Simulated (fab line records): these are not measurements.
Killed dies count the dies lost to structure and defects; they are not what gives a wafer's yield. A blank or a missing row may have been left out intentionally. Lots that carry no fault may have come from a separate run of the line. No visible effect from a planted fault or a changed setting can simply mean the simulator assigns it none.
Matching of chambers | flow nand_harc | ald_hk-02 running NHARC_A_WL_FILL_ALD_00: 4 sister chambers
The step deposits Al2O3, target thk 3 nm, pulse time 3 s, ald cycles 30. 4 wafers are shown with their chamber, then 7 later ones without.

## EACH WAFER AND ITS CHAMBER
wafer  | chamber | heater_power_w (W)
L082.1 | 2       | 409
L082.2 | 0       | 542
L083.3 | 3       | 447
L083.4 | 1       | 379

## WAFERS WHOSE CHAMBER IS MISSING
wafer  | heater_power_w (W)
L083.5 | 542
L090.1 | 529
L090.3 | 391
L090.6 | 401
L092.1 | 434
L092.3 | 390
L092.6 | 538

## EACH ONE'S CHAMBER
wafer  | from the rows above     | in truth
L083.5 | 0                       | 0
L090.1 | 0                       | 0
L090.3 | can't be placed: 1 or 2 | 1
L090.6 | can't be placed: 2 or 1 | 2
L092.1 | can't be placed: 3 or 2 | 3
L092.3 | can't be placed: 1 or 2 | 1
L092.6 | 0                       | 0
Correctly placed: 3 of 7. From these rows, 4 cannot be placed; in 4 the true chamber is one of the candidates. 0 placed wrongly.
How it was worked out, from the rows above alone: a wafer's distance from a chamber is the root of the sum, over the readings, of the square of ((its reading less the chamber's mean) divided by the reading's scatter). If the next closest chamber is less than 2 further off than the closest, the wafer can't be placed; otherwise it belongs to the closest. The mean given for a chamber averages the wafers shown for that chamber. The scatter (one wafer shown for each chamber): square how far every hidden wafer sits from the nearest shown wafer, average those squares and take the square root.
